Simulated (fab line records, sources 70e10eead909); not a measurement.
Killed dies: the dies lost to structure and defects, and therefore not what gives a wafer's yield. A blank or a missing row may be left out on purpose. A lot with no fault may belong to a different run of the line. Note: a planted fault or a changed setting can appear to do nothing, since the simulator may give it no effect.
Chamber matching	flow nand_harc	NHARC_A_WL_FILL_ALD_19 on ald_metal-02 has 4 sister chambers
The step deposits TiN, target thk 2 nm, pulse time 3 s, ald cycles 100. 8 wafers are shown with their chamber, then 10 later ones without.

## WAFERS PAIRED WITH THEIR CHAMBERS
wafer	chamber	heater_power_w (W)	precursor_pulse_height_rel
L081.1	3	1186	1.036
L082.3	3	1211	0.983
L083.4	1	1063	1.004
L083.6	2	1118	0.978
L087.2	2	1121	1.010
L087.5	0	918	0.984
L090.1	1	1062	1.022
L090.3	0	942	0.972

## WAFERS WHOSE CHAMBER IS MISSING
wafer	heater_power_w (W)	precursor_pulse_height_rel
L090.6	1142	1.008
L091.1	1138	1.011
L091.3	1044	0.994
L091.4	1139	0.993
L096.1	953	0.986
L096.5	1130	1.015
L096.6	1150	0.989
L097.1	1145	1.013
L097.4	917	0.985
L097.5	1049	1.006

## WHICH CHAMBER EACH ONE RAN IN
wafer	from the rows above	in truth
L090.6	2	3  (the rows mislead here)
L091.1	2	2
L091.3	1	1
L091.4	2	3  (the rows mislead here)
L096.1	0	0
L096.5	2	2
L096.6	can't be placed: 2 or 3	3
L097.1	2	2
L097.4	0	0
L097.5	1	1
Correct placement for 7 of the 10. From these rows, 1 cannot be placed; in 1 the true chamber is one of the candidates. Placed wrongly: 2.
How it was worked out, from the rows above alone: a wafer's distance from a chamber is the root of the sum, over the readings, of the square of ((its reading less the chamber's mean) divided by the reading's scatter). The wafer belongs to the nearest chamber; if the next one is less than 2 further off, it can't be placed. The mean given for a chamber averages the wafers shown for that chamber. The scatter: take each reading less its chamber's mean, square it, sum over the shown wafers, divide by the number of wafers less the number of chambers, and take the root.
